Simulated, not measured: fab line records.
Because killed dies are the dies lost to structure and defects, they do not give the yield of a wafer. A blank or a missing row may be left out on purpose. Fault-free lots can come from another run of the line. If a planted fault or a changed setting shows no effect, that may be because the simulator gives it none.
A struck lot beside a sound one -- flow n5Finfet -- 15 out of 1938 route steps
Sound: wafers L944.1, L944.3, L944.4. Struck: wafer L952.3 (L952.4, L952.5, from the same lot, were not struck and are left out); the cause is given at the end.
For every step that has rows: the tool of each side, followed by ch and its chambers, followed by its first start. Under that, the readings that differ: sound wafers -- struck wafers -- difference of the means -- sigmas: that difference in standard deviations of wafers without a fault.
alike: words and numbers the same on both sides, and readings whose means are apart by under 2 such deviations; not compared: readings that were withheld, readings missing a value for some wafer, numbers with overlapping values and no deviation given by the record, and bounds like >300 which may hide the same value.
The two part at a step that has a row with sigmas, a row that says differs or no value, or rows on one side only. Numbers that have no deviation but don't overlap get no sigmas and don't part them. Lack of a reading on every wafer of one side parts them only where that side has two or more wafers.

N5_GATE_CUT_INSPECT_15: inspects for defects (brightfield).
  sound on defectInspect-01 at day 6 08:10; struck on defectInspect-02 at day 8 06:03
  alike: rawDefectCount
N5_GATE_CUT_DESCUM_18: chemistry O2, time 7 s.
  sound on rieDiel-02 ch 0,2,3, day 6 08:23; struck on rieDiel-01 ch 0, day 8 06:14
  alike: drypumpMotorCurrentA, oesProductAu, rfVppV, showerheadPlenumPTorr, throttleValvePct
  not compared: rfHoursCounterH
then, 1 step without rows for these wafers: N5_GATE_CUT_ETCH_28 (etches underlayer in N2/H2, target depth 13 nm, time 10.4 s).
N5_GATE_CUT_ETCH_36: etches SiARC in CF4, target depth 13 nm, time 21.7 s.
  sound on rieDiel-02 ch 0,2,3, day 6 08:26; struck on rieDiel-01 ch 0, day 8 06:17
  alike: biasW, drypumpMotorCurrentA, etchRfOnTimeS, oesProductAu, rfVppV, showerheadPlenumPTorr, throttleValvePct
  not compared: rfHoursCounterH
N5_GATE_CUT_ETCH_37: etches SOC in N2/H2, target depth 60 nm, overetch 12 nm, time 90 s.
  sound on rieDiel-02 ch 0,2,3, day 6 08:28; struck on rieDiel-01 ch 0, day 8 06:19
  alike: biasW, drypumpMotorCurrentA, oesProductAu, rfVppV, showerheadPlenumPTorr, throttleValvePct
  not compared: rfHoursCounterH
then, 2 steps without rows for these wafers: N5_GATE_CUT_STRIP_38 (strips in N2/H2); N5_GATE_CUT_STRIP_39 (strips in N2/H2).
N5_GATE_CUT_HM_OPEN_40: chemistry C4F6/O2, target SiO2, target depth 139 nm, time 85.1 s.
  sound on rieDiel-02 ch 0,2,3, day 6 08:32; struck on rieDiel-01 ch 0, day 8 06:23
  alike: drypumpMotorCurrentA, etchRfOnTimeS, oesProductAu, rfVppV, showerheadPlenumPTorr, throttleValvePct
  not compared: rfHoursCounterH
then, 3 steps without rows for these wafers: N5_GATE_CUT_STRIP_41 (strips in CF4); N5_GATE_CUT_STRIP_42 (strips in O2); N5_GATE_CUT_ETCH_19 (etches SiNx in CH3F/O2, target depth 53.7 nm, time 76.7 s).
N5_GATE_CUT_CUT_ETCH_53: etches W in SF6/Cl2, target depth 79.2 nm.
  sound on rieMetal-02 ch 0,1, day 6 08:46; struck on rieMetal-01 ch 1, day 8 06:38
  alike: biasW, drypumpMotorCurrentA, etchRfOnTimeS, oesProductAu, throttleValvePct
  not compared: rfHoursCounterH
N5_GATE_CUT_CUT_ETCH_54: etches TiN in Cl2/BCl3, target depth 96.7 nm.
  sound on rieMetal-02 ch 0,1, day 6 08:50; struck on rieMetal-01 ch 1, day 8 06:42
reading,sound,struck,difference,sigmas
biasW (W),125.8 125.5 126.3,130.1,+4.2,+11
throttleValvePct (%),22.20 21.97 22.19,22.37,+0.25,+2
  alike: drypumpMotorCurrentA, etchRfOnTimeS, oesProductAu
  not compared: rfHoursCounterH
then, 1 step without rows for these wafers: N5_GATE_CUT_CUT_ETCH_55 (etches HfO2 in BCl3, target depth 3.2 nm).
-- record jumps: 10 days separate the struck wafers' starts on either side; left off in module GATE_CUT, taken up again in module PASSIVATION, whose first shown step is the route's number 1936 --
N5_PASSIVATION_PROBE_49:
  sound on prober-01 at day 15 05:31; struck on prober-02 at day 18 15:50
  alike: killed_at_M0_to_M3, killed_at_M4_up, killedAtContacts, killedAtFrontEnd, killedAtOther, killedDies, killedOpen, killedShort

== WHERE THEY PART ==
N5_GATE_CUT_CUT_ETCH_54 only, going by this record. Later steps at which nothing parts them and some readings are alike: N5_PASSIVATION_PROBE_49.

WHY: the cause the simulator had injected
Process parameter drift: rieMetal-01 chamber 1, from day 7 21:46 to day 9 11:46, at N5_GATE_CUT_CUT_ETCH_54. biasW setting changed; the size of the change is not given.
